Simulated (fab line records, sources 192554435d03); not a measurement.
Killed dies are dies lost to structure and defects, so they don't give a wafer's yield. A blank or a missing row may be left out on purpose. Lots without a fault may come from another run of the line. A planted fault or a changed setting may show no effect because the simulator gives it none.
Chamber matching | flow n5_finfet | N5_BEOL_M2_DESCUM_33 on rie_diel-03: 4 sister chambers
The step chemistry O2, time 7 s. 18 wafers are shown with their chamber, then 9 later ones without.

WAFERS WITH THEIR CHAMBER
wafer  | chamber | showerhead_plenum_p_Torr (Torr) | throttle_valve_pct (%) | rf_vpp_V (V)
L079.1 | 0       | 2.21                            | 20.32                  | 245.6
L079.2 | 1       | 2.15                            | 20.12                  | 243.5
L079.5 | 2       | 2.06                            | 20.50                  | 241.4
L083.3 | 2       | 2.06                            | 20.07                  | 241.7
L083.4 | 3       | 2.08                            | 20.52                  | 242.6
L083.5 | 2       | 2.06                            | 20.06                  | 242.6
L082.1 | 3       | 2.08                            | 20.53                  | 243.5
L082.4 | 0       | 2.21                            | 20.33                  | 244.5
L082.5 | 2       | 2.06                            | 20.06                  | 243.6
L084.1 | 1       | 2.14                            | 20.15                  | 243.2
L084.2 | 0       | 2.21                            | 20.33                  | 245.5
L084.6 | 3       | 2.08                            | 20.54                  | 242.9
L087.1 | 0       | 2.21                            | 20.32                  | 245.0
L087.2 | 2       | 2.05                            | 20.08                  | 242.2
L087.3 | 1       | 2.14                            | 20.18                  | 243.8
L089.1 | 0       | 2.20                            | 20.35                  | 245.3
L089.2 | 2       | 2.05                            | 20.10                  | 242.8
L089.4 | 1       | 2.14                            | 20.17                  | 244.2

SIGNATURES (means of the wafers above)
reading                  | chamber 0 | chamber 1 | chamber 2 | chamber 3 | scatter within a chamber
showerhead_plenum_p_Torr | 2.2080    | 2.1425    | 2.0567    | 2.0800    | 0.00454
throttle_valve_pct       | 20.3300   | 20.1550   | 20.1450   | 20.5300   | 0.105
rf_vpp_V                 | 245.180   | 243.675   | 242.383   | 243.000   | 0.593
Rule: a wafer's distance from a chamber is the root of the sum, over the readings, of the square of ((its reading less the chamber's mean) divided by the reading's scatter). The wafer belongs to the nearest chamber; if the next one is less than 2 further off, it can't be placed. The scatter: the root of (the sum of the squares of (reading less its chamber's mean) over the shown wafers, divided by (wafers less chambers)).

WAFERS WITHOUT THEIR CHAMBER
wafer  | showerhead_plenum_p_Torr (Torr) | throttle_valve_pct (%) | rf_vpp_V (V)
L091.1 | 2.20                            | 20.36                  | 245.2
L091.2 | 2.14                            | 20.18                  | 244.6
L091.3 | 2.08                            | 20.53                  | 243.7
L093.2 | 2.05                            | 20.11                  | 241.2
L093.3 | 2.08                            | 20.55                  | 242.9
L093.4 | 2.14                            | 20.17                  | 245.2
L094.4 | 2.20                            | 20.37                  | 244.0
L094.5 | 2.20                            | 20.37                  | 245.5
L094.6 | 2.07                            | 20.56                  | 243.9

WHICH CHAMBER EACH WENT THROUGH
wafer  | from the rows above | in truth
L091.1 | 0                   | 0
L091.2 | 1                   | 1
L091.3 | 3                   | 3
L093.2 | 2                   | 2
L093.3 | 3                   | 3
L093.4 | 1                   | 1
L094.4 | 0                   | 0
L094.5 | 0                   | 0
L094.6 | 3                   | 3
Placed correctly: 9 of 9. Can't be placed from these rows: 0. Placed wrongly: 0.
